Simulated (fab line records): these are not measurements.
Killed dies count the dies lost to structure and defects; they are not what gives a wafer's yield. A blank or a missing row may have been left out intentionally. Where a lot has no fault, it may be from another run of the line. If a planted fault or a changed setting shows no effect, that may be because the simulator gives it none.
Split-lot trial    flow n5_finfet    on a route of 1938 steps: 7 lots, 21 wafers read

## ON THE SPLIT
At N5_BEOL_M11_PEB_26 (peb time 60 s), the setting peb_time_s was moved away from the recipe's 60 s on 9 of the 21 wafers read, by -21.0% to +22.1%. All remaining wafers had this setting at the recipe value.

## FROM SPLIT TO READING: 1 step shown by the file between the two
- N5_BEOL_M11_DEVELOP_27: develop time 30 s

## THE READING
Shown in nm: cd_nm at N5_BEOL_M11_CD_MEAS_28, with target cd 70 nm. Typical for fault-free wafers on this fab line: 69.9 nm, with standard deviation 0.89 nm.

wafer   tool, chamber at the split  peb_time_s as run, s  against the recipe  cd_nm, nm  against lot-mates on the recipe
L074.3  litho_track-01, 0           60                    recipe              70.5       -
L074.4  litho_track-01, 0           60                    recipe              70.3       -
L074.5  litho_track-01, 0           60                    recipe              70.2       -
L075.1  litho_track-02, 0           60                    recipe              70.2       -
L075.2  litho_track-02, 0           47.39                 -21.0%              58.9       -11.3
L075.3  litho_track-02, 0           47.39                 -21.0%              59.1       -11.1
L082.2  litho_track-02, 0           60                    recipe              69.8       -
L082.4  litho_track-02, 0           60                    recipe              69.5       -
L082.6  litho_track-02, 0           73.24                 +22.1%              79.1       +9.4
L089.1  litho_track-02, 0           67.48                 +12.5%              76.3       no lot-mate on the recipe
L089.3  litho_track-02, 0           67.48                 +12.5%              76.6       no lot-mate on the recipe
L089.4  litho_track-02, 0           67.48                 +12.5%              76.2       no lot-mate on the recipe
L094.2  litho_track-05, 0           60                    recipe              70.7       -
L094.3  litho_track-05, 0           50                    -16.7%              61.8       -8.9
L094.4  litho_track-05, 0           60                    recipe              70.6       -
L093.3  litho_track-02, 0           60                    recipe              70.3       -
L093.4  litho_track-02, 0           60                    recipe              70.3       -
L093.6  litho_track-02, 0           60                    recipe              70.6       -
L096.2  litho_track-05, 0           53.59                 -10.7%              63.3       -5.0
L096.4  litho_track-05, 0           60                    recipe              68.3       -
L096.5  litho_track-05, 0           53.59                 -10.7%              64.4       -3.9

FIT RESULTS
A straight line over all 21 wafers: cd_nm changes by +0.498 nm for each +1% of peb_time_s; r = +0.99; the points scatter about the line by 0.76 nm.
The same after taking each lot's own level away (the mean of its wafers on the recipe; 18 wafers): +0.487 nm for each +1%; r = +0.99; scatter 0.59 nm.
According to that fit, moving peb_time_s by its largest amount changes the reading by 11 nm.
Across the lots, their own levels run from 68.30 to 70.65 nm, a range of 2.6 times the standard deviation given above.
The two slopes agree, so the slope changes little with the lot-to-lot level.
Check: with one of the wafers moved furthest among these (+22.1%) left out of the fit, the line predicts +11.5 nm for it against its lot-mates. It came out at +9.45 nm against them.

## THESE WAFERS: OTHER SPLITS
Other splits were also applied to these wafers ahead of the reading. Each is held against what the fit with the lots' levels taken away leaves over:
other split on the same wafers      wafers away from the commonest value  r with cd_nm (lot level and that fit taken away)
N5_BEOL_M9_ILD_DEP_00 time_s        8                                     -0.52
N5_BEOL_M9_TRENCH_ETCH_37 source_w  6                                     -0.52
N5_BEOL_M10_PEB_26 peb_time_s       6                                     -0.09
N5_BEOL_M10_TRENCH_ETCH_37 bias_w   11                                    +0.28

## FILE'S OWN FIT
cd_nm changes by +0.484 nm for each +1% of peb_time_s, r = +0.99.
